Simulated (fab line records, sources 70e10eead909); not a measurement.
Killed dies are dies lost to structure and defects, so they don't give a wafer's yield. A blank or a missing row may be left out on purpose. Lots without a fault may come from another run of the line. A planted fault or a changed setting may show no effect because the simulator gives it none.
Chamber matching | flow nand_harc | NHARC_A_STAIRCASE_DEP_156 on pecvd-01: 3 sister chambers
The step deposits SiNx, target thk 50 nm. 6 wafers are shown with their chamber, then 8 later ones without.

WAFERS WITH THEIR CHAMBER
wafer  | chamber | heater_power_w (W) | rf_fwd_power_W (W)
L131.6 | 2       | 887                | 447.2
L133.1 | 0       | 749                | 449.2
L137.1 | 2       | 771                | 447.3
L137.2 | 1       | 570                | 447.3
L137.3 | 0       | 702                | 447.6
L139.1 | 1       | 589                | 450.1

WAFERS WITHOUT THEIR CHAMBER
wafer  | heater_power_w (W) | rf_fwd_power_W (W)
L139.2 | 691                | 448.6
L139.6 | 835                | 447.6
L140.2 | 859                | 448.0
L140.4 | 872                | 448.1
L140.5 | 752                | 450.0
L141.1 | 812                | 444.4
L141.3 | 757                | 448.6
L141.6 | 813                | 445.2

WHICH CHAMBER EACH WENT THROUGH
wafer  | from the rows above     | in truth
L139.2 | can't be placed: 0 or 1 | 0
L139.6 | can't be placed: 2 or 0 | 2
L140.2 | can't be placed: 2 or 0 | 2
L140.4 | can't be placed: 2 or 0 | 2
L140.5 | can't be placed: 0 or 2 | 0
L141.1 | can't be placed: 2 or 0 | 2
L141.3 | can't be placed: 0 or 2 | 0
L141.6 | can't be placed: 2 or 0 | 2
Placed correctly: 0 of 8. Can't be placed from these rows: 8 (the true chamber is among the candidates in 8). Placed wrongly: 0.
How it was worked out, from the rows above alone: a wafer's distance from a chamber is the root of the sum, over the readings, of the square of ((its reading less the chamber's mean) divided by the reading's scatter). The wafer belongs to the nearest chamber; if the next one is less than 2 further off, it can't be placed. A chamber's mean is the mean of its shown wafers. The scatter: the root of (the sum of the squares of (reading less its chamber's mean) over the shown wafers, divided by (wafers less chambers)).
